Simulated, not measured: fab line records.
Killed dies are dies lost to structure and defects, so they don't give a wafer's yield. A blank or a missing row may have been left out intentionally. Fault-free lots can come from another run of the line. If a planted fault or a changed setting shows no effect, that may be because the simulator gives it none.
Chamber matching + flow n5Finfet + rieDiel-06 running N5_BEOL_M9_ETCH_62: 4 sister chambers
The step etches SOC in N2/H2, target depth 110 nm, overetch 22 nm, time 165 s. 4 wafers are shown with their chamber, then 9 later ones without.

WAFERS WITH THEIR CHAMBER
| wafer  | chamber | showerheadPlenumPTorr (Torr) |
|--------|---------|------------------------------|
| L080.2 | 2       | 2.50                         |
| L084.1 | 1       | 2.51                         |
| L084.2 | 3       | 2.52                         |
| L084.4 | 0       | 2.68                         |

WAFERS WHOSE CHAMBER IS MISSING
| wafer  | showerheadPlenumPTorr (Torr) |
|--------|------------------------------|
| L094.3 | 2.51                         |
| L094.4 | 2.50                         |
| L094.5 | 2.51                         |
| L091.1 | 2.50                         |
| L091.2 | 2.48                         |
| L091.3 | 2.67                         |
| L096.1 | 2.48                         |
| L096.4 | 2.51                         |
| L096.5 | 2.49                         |

THE CHAMBER EACH PASSED THROUGH
| wafer  | from the rows above          | in truth |
|--------|------------------------------|----------|
| L094.3 | can't be placed: 1 or 2 or 3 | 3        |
| L094.4 | can't be placed: 2 or 1 or 3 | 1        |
| L094.5 | can't be placed: 1 or 2 or 3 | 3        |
| L091.1 | can't be placed: 2 or 1 or 3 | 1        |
| L091.2 | can't be placed: 2 or 1 or 3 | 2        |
| L091.3 | 0                            | 0        |
| L096.1 | can't be placed: 2 or 1 or 3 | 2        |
| L096.4 | can't be placed: 1 or 2 or 3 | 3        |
| L096.5 | can't be placed: 2 or 1 or 3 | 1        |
1 of 9 placed correctly. These rows do not allow placing 8 (true chamber among the candidates in 8). Wrongly placed: 0.
How it was worked out, from the rows above alone: a wafer's distance from a chamber is the root of the sum, over the readings, of the square of ((its reading less the chamber's mean) divided by the reading's scatter). If the next closest chamber is less than 2 further off than the closest, the wafer can't be placed; otherwise it belongs to the closest. Each chamber's mean is taken over the wafers shown for it. The scatter: root of mean squared gap, hidden wafer to nearest shown wafer, with one shown wafer a chamber.
